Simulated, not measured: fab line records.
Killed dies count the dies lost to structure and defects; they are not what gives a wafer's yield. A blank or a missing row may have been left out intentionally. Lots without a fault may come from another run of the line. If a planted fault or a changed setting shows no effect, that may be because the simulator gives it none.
Matching of chambers / flow n5Finfet / 4 sister chambers for N5_HKMG_FIN_ALD_75 on aldHk-01
The step deposits Al2O3, target thk 1 nm, co reactant pulse time 1 s. 4 wafers are shown with their chamber, then 9 later ones without.

## WAFERS PAIRED WITH THEIR CHAMBERS
wafer=L094.2; chamber=1; heaterPowerW (W)=163
wafer=L095.1; chamber=0; heaterPowerW (W)=141
wafer=L095.2; chamber=2; heaterPowerW (W)=144
wafer=L095.3; chamber=3; heaterPowerW (W)=171

## WAFERS WITHOUT THEIR CHAMBER
wafer=L095.4; heaterPowerW (W)=160
wafer=L095.5; heaterPowerW (W)=147
wafer=L095.6; heaterPowerW (W)=157
wafer=L096.1; heaterPowerW (W)=140
wafer=L096.2; heaterPowerW (W)=166
wafer=L096.4; heaterPowerW (W)=141
wafer=L097.3; heaterPowerW (W)=160
wafer=L097.5; heaterPowerW (W)=144
wafer=L097.6; heaterPowerW (W)=163

## THE CHAMBER EACH PASSED THROUGH
wafer=L095.4; from the rows above=1; in truth=1
wafer=L095.5; from the rows above=can't be placed: 2 or 0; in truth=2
wafer=L095.6; from the rows above=1; in truth=1
wafer=L096.1; from the rows above=can't be placed: 0 or 2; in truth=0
wafer=L096.2; from the rows above=can't be placed: 1 or 3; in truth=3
wafer=L096.4; from the rows above=can't be placed: 0 or 2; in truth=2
wafer=L097.3; from the rows above=1; in truth=1
wafer=L097.5; from the rows above=can't be placed: 2 or 0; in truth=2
wafer=L097.6; from the rows above=1; in truth=1
Correct placement for 4 of the 9. Unplaceable from these rows: 5, with the true chamber sitting among the candidates in 5. Number placed wrongly: 0.
How it was worked out, from the rows above alone: a wafer's distance from a chamber is the root of the sum, over the readings, of the square of ((its reading less the chamber's mean) divided by the reading's scatter). If the next closest chamber is less than 2 further off than the closest, the wafer can't be placed; otherwise it belongs to the closest. The mean given for a chamber averages the wafers shown for that chamber. The scatter (one wafer shown for each chamber): square how far every hidden wafer sits from the nearest shown wafer, average those squares and take the square root.
